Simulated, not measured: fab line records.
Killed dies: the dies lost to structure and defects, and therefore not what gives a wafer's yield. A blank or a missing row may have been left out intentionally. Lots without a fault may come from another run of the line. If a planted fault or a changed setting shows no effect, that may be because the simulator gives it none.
A struck lot beside a sound one | flow n5-finfet | 16 out of 1938 route steps
Sound: the wafers L367.1, L367.5, L367.6. Struck: wafer L377.2 (left out: L377.1, a lot-mate that was not struck); the cause follows at the end.
For every step that has rows: the tool of each side, followed by ch and its chambers, followed by its first start. Under that, the readings that differ: sound wafers | struck wafers | difference of the means | sigmas: that difference in standard deviations of wafers without a fault.
alike: same words and numbers on both sides, and readings whose means sit less than 2 such deviations apart. not compared: any withheld reading, any reading some wafer has no value for, any bound like >300 that may hide the same value, and any number with overlapping values for which the record gives no deviation.
A row with sigmas, a row that says differs or no value, or rows on one side alone: a step with any of these is where the two part. When numbers do not overlap yet have no deviation, they are printed without sigmas and do not part them. A reading missing from all wafers of one side parts the sides only when that side holds two or more wafers.

first, 1 step without rows for these wafers: N5_HKMG_FIN_ETCH_86 (etches SOC in N2/H2, stops on TiN, target depth 393.2 nm).
N5_HKMG_FIN_STRIP_89: strips SOC in N2/H2, time 20 s.
  sound on rie-diel-01 ch 0,1, day 4 18:25; struck on rie-diel-06 ch 3, day 7 05:53
  reading             | sound             | struck | difference | sigmas
  h2-flow-sccm (sccm) | 299.3 301.3 299.7 | 298.3  | -1.8       | -2
  alike: drypump-motor-current-A, oes-product-au, power-w, rf-vpp-V, showerhead-plenum-p-Torr, temp-c, throttle-valve-pct
  not compared: rf-hours-counter-h
then, 1 step without rows for these wafers: N5_HKMG_FIN_WET_ETCH_87 (etches TiN in SC1, time 154.2 s, target depth 4.7 nm, rinse time 30 s).
N5_HKMG_FIN_STRIP_88: strips in N2/H2, time 360 s.
  sound on plasma-asher-02 ch 0,1, day 4 18:35; struck on plasma-asher-02 ch 1, day 7 06:04
  alike: drypump-motor-current-A, h2-flow-sccm, heater-power-w, temp-c
  not compared: rf-hours-counter-h
N5_HKMG_FIN_NWFM_ALD_20: deposits TiAlC, target thk 2 nm, pulse time 3 s, purge time 2 s.
  sound on ald-metal-03 ch 0,3, day 4 18:59; struck on ald-metal-02 ch 3, day 7 06:27
  reading            | sound       | struck | difference | sigmas
  heater-power-w (W) | 612 591 475 | 439    | -120       | -2
  alike: precursor-pulse-height-rel
  not compared: ald-cycles
then, 2 steps without rows for these wafers: N5_HKMG_FIN_ALD_71 (deposits TiN, target thk 1 nm, pulse time 1 s, purge time 3 s); N5_HKMG_FIN_COAT_66 (time 60 s, resist thk 300 nm).
N5_HKMG_FIN_ETCH_67: etches SOC in N2/H2, stops on TiN, target depth 388.9 nm.
  sound on rie-diel-06 ch 0,3, day 4 19:30; struck on rie-diel-01 ch 2, day 7 06:53
  alike: drypump-motor-current-A, h2-flow-sccm, oes-product-au, rf-vpp-V, showerhead-plenum-p-Torr, throttle-valve-pct
  not compared: rf-hours-counter-h
then, 3 steps without rows for these wafers: N5_HKMG_FIN_STRIP_90 (strips SOC in N2/H2, time 20 s); N5_HKMG_FIN_WET_ETCH_73 (etches the open film in SC1, time 42.3 s, target depth 1.3 nm, rinse time 30 s); N5_HKMG_FIN_ETCHBACK_68 (etches the open film in Cl2/Ar, stops on HfO2, target depth 0.5 nm).
N5_HKMG_FIN_STRIP_69: strips in N2/H2, time 360 s.
  sound on plasma-asher-02 ch 0,1, day 4 19:52; struck on plasma-asher-02 ch 1, day 7 07:15
  alike: drypump-motor-current-A, h2-flow-sccm, heater-power-w, temp-c
  not compared: rf-hours-counter-h
N5_HKMG_FIN_ALD_21: deposits TiN, target thk 1.5 nm, pulse time 1 s, purge time 3 s.
  sound on ald-metal-04 ch 0,2,3, day 4 20:14; struck on ald-metal-03 ch 3, day 7 07:38
  reading                                  | sound       | struck | difference | sigmas
  ald-cycles                               | 68 68 68    | 108    | +40        |
  model.TiN_of_HKMG_FIN_ALD_21.thk-nm (nm) | 1.4 1.4 1.4 | 2.4    | +1.0       |
  alike: heater-power-w, precursor-pulse-height-rel
then, 1 step without rows for these wafers: N5_HKMG_FIN_ALD_72 (deposits W, target thk 2 nm, pulse time 1 s, purge time 2 s).
-- the record jumps here: 6 days lie between the struck wafers' starts before and after (it left off in module HKMG_FIN and takes up again in module BEOL_M4, whose first step shown is number 1111 of the route) --
N5_BEOL_M4_RC_MEAS_101:
  sound on prober-02 ch 0, day 8 13:40; struck on prober-01 ch 0, day 13 11:40
  reading        | sound          | struck | difference | sigmas
  DIBL_P (mV/V)  | 36.7 34.5 33.6 | 39.9   | +5.0       | +2
  IOFF_N (nA/um) | 0.16 0.13 0.12 | 0.22   | +0.08      | +3
  IOFF_P (nA/um) | 0.20 0.17 0.16 | 0.27   | +0.09      | +3
  SS_N (mV/dec)  | 71.6 71.5 71.1 | 73.0   | +1.6       | +3
  SS_P (mV/dec)  | 73.2 72.6 72.2 | 74.6   | +1.9       | +3
  VT_N (mV)      | 249 254 256    | 243    | -10        | -3
  alike: DIBL_N, ION_N, ION_P, VT_P
N5_PASSIVATION_PROBE_49:
  the record has rows for the sound wafers here (prober-02, day 12 07:19) and none for the struck ones

WHERE THEY PART
Last at N5_PASSIVATION_PROBE_49 as far as this record goes, first at N5_HKMG_FIN_STRIP_89.

WHY: what had been put in by the simulator
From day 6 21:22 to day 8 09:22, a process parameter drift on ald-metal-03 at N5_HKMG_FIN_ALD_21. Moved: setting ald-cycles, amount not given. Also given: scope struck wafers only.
